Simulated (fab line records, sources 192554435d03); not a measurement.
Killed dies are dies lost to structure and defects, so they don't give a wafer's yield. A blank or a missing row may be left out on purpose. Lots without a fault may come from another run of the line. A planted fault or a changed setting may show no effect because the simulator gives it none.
Chamber matching | flow n5_finfet | N5_PMOS_HMC_CHANNEL_EPI_HM_DEP_34 on pecvd-02: 3 sister chambers
The step deposits SiO2 from TEOS/O2, target thk 36 nm, time 6.9 s. 6 wafers are shown with their chamber, then 8 later ones without.

WAFERS WITH THEIR CHAMBER
wafer  | chamber | throttle_valve_pct (%) | showerhead_plenum_p_Torr (Torr)
L081.2 | 2       | 17.0                   | 8.34
L081.6 | 0       | 19.8                   | 8.40
L085.4 | 0       | 19.5                   | 8.39
L087.3 | 2       | 17.3                   | 8.37
L087.5 | 1       | 20.7                   | 8.31
L088.2 | 1       | 20.5                   | 8.34

WAFERS WITHOUT THEIR CHAMBER
wafer  | throttle_valve_pct (%) | showerhead_plenum_p_Torr (Torr)
L088.3 | 17.3                   | 8.34
L088.4 | 20.4                   | 8.32
L093.1 | 20.6                   | 8.34
L093.4 | 19.2                   | 8.38
L093.5 | 17.2                   | 8.32
L096.3 | 19.5                   | 8.42
L096.4 | 17.3                   | 8.34
L096.5 | 20.6                   | 8.35

WHICH CHAMBER EACH WENT THROUGH
wafer  | from the rows above | in truth
L088.3 | 2                   | 2
L088.4 | 1                   | 1
L093.1 | 1                   | 1
L093.4 | 0                   | 0
L093.5 | 2                   | 2
L096.3 | 0                   | 0
L096.4 | 2                   | 2
L096.5 | 1                   | 1
Placed correctly: 8 of 8. Can't be placed from these rows: 0. Placed wrongly: 0.
How it was worked out, from the rows above alone: a wafer's distance from a chamber is the root of the sum, over the readings, of the square of ((its reading less the chamber's mean) divided by the reading's scatter). The wafer belongs to the nearest chamber; if the next one is less than 2 further off, it can't be placed. A chamber's mean is the mean of its shown wafers. The scatter: the root of (the sum of the squares of (reading less its chamber's mean) over the shown wafers, divided by (wafers less chambers)).
